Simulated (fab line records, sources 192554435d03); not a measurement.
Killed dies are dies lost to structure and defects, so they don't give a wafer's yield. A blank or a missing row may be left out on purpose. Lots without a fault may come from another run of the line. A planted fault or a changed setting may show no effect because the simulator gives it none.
A struck lot beside a sound one | flow n5_finfet | 15 steps out of a route of 1938
Sound: wafers L900.2, L900.5, L900.6. Struck: wafer L910.1. (L910.2, L910.4 of the same lot were not struck and are left out.) The cause comes at the end.
At each step with rows: each side's tool, then ch and its chambers, then its first start. Under that, the readings that differ: sound wafers | struck wafers | difference of the means | sigmas: that difference in standard deviations of wafers without a fault.
alike: readings whose means differ by less than 2 such deviations, and words and numbers that are the same on both sides. not compared: withheld readings, readings that some wafer has no value for, bounds like >300 that may hide the same value, and numbers for which the record gives no deviation and whose values overlap.
The two part at a step that has a row with sigmas, a row that says differs or no value, or rows on one side only. Numbers that don't overlap but have no deviation are shown without sigmas and don't part them. A reading that every wafer of one side lacks parts them only if that side has two wafers or more.

first, 8 steps without rows for these wafers: N5_BEOL_M14_COAT_66 (time 60 s, resist thk 110 nm); N5_BEOL_M14_COAT_22 (resist thk 300 nm); N5_BEOL_M14_EBR_24; N5_BEOL_M14_SOFTBAKE_23 (time 60 s); N5_BEOL_M14_EXPOSE_25 (exposes mask M14, target cd 280 nm); N5_BEOL_M14_PEB_26 (peb time 90 s); N5_BEOL_M14_DEVELOP_27 (develop time 45 s); N5_BEOL_M14_HARDBAKE_32 (time 120 s).
N5_BEOL_M14_CD_MEAS_28: target cd 284.4 nm.
  sound on cd_sem-01 ch 0, day 13 22:01; struck on cd_sem-03 ch 0, day 17 02:15
  alike: cd_nm
N5_BEOL_M14_OVL_MEAS_29:
  sound on overlay-02 ch 0, day 13 22:04; struck on overlay-01 ch 0, day 17 02:17
  alike: M14_OVL
N5_BEOL_M14_INSPECT_30: inspects for defects (macro).
  sound on defect_inspect-02, day 13 22:05; struck on defect_inspect-01, day 17 02:19
  alike: raw_defect_count
N5_BEOL_M14_DESCUM_33: chemistry O2, time 7.9 s.
  sound on rie_diel-06 ch 0,3, day 13 22:08; struck on rie_diel-03 ch 0, day 17 02:32
  alike: drypump_motor_current_A, oes_product_au, rf_vpp_V, showerhead_plenum_p_Torr, throttle_valve_pct
  not compared: rf_hours_counter_h
N5_BEOL_M14_ETCH_67: etches SiARC in CF4, target depth 143 nm, time 238.3 s.
  sound on rie_diel-06 ch 0,3, day 13 22:10; struck on rie_diel-03 ch 0, day 17 02:34
  reading               | sound       | struck | difference | sigmas
  etch_rf_on_time_s (s) | 241 241 240 | 290    | +49        | +13
  alike: cf4_flow_sccm, drypump_motor_current_A, oes_product_au, rf_vpp_V, showerhead_plenum_p_Torr, throttle_valve_pct
  not compared: rf_hours_counter_h
N5_BEOL_M14_ETCH_68: etches SOC in N2/H2, time 450 s.
  sound on rie_diel-06 ch 0,3, day 13 22:19; struck on rie_diel-03 ch 0, day 17 02:43
  reading                     | sound       | struck | difference | sigmas
  drypump_motor_current_A (A) | 6.5 6.5 5.8 | 5.5    | -0.8       | -2
  alike: h2_flow_sccm, oes_product_au, rf_vpp_V, showerhead_plenum_p_Torr, throttle_valve_pct
  not compared: rf_hours_counter_h
N5_PASSIVATION_PROBE_49:
  the record has rows for the sound wafers here (prober-01, day 15 01:06) and none for the struck ones

WHERE THEY PART
First at N5_BEOL_M14_ETCH_67; last, within this record, at N5_PASSIVATION_PROBE_49.

WHY: what the simulator had put in
Process parameter drift: rie_diel-03, from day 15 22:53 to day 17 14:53, at N5_BEOL_M14_ETCH_67. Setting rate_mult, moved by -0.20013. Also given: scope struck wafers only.
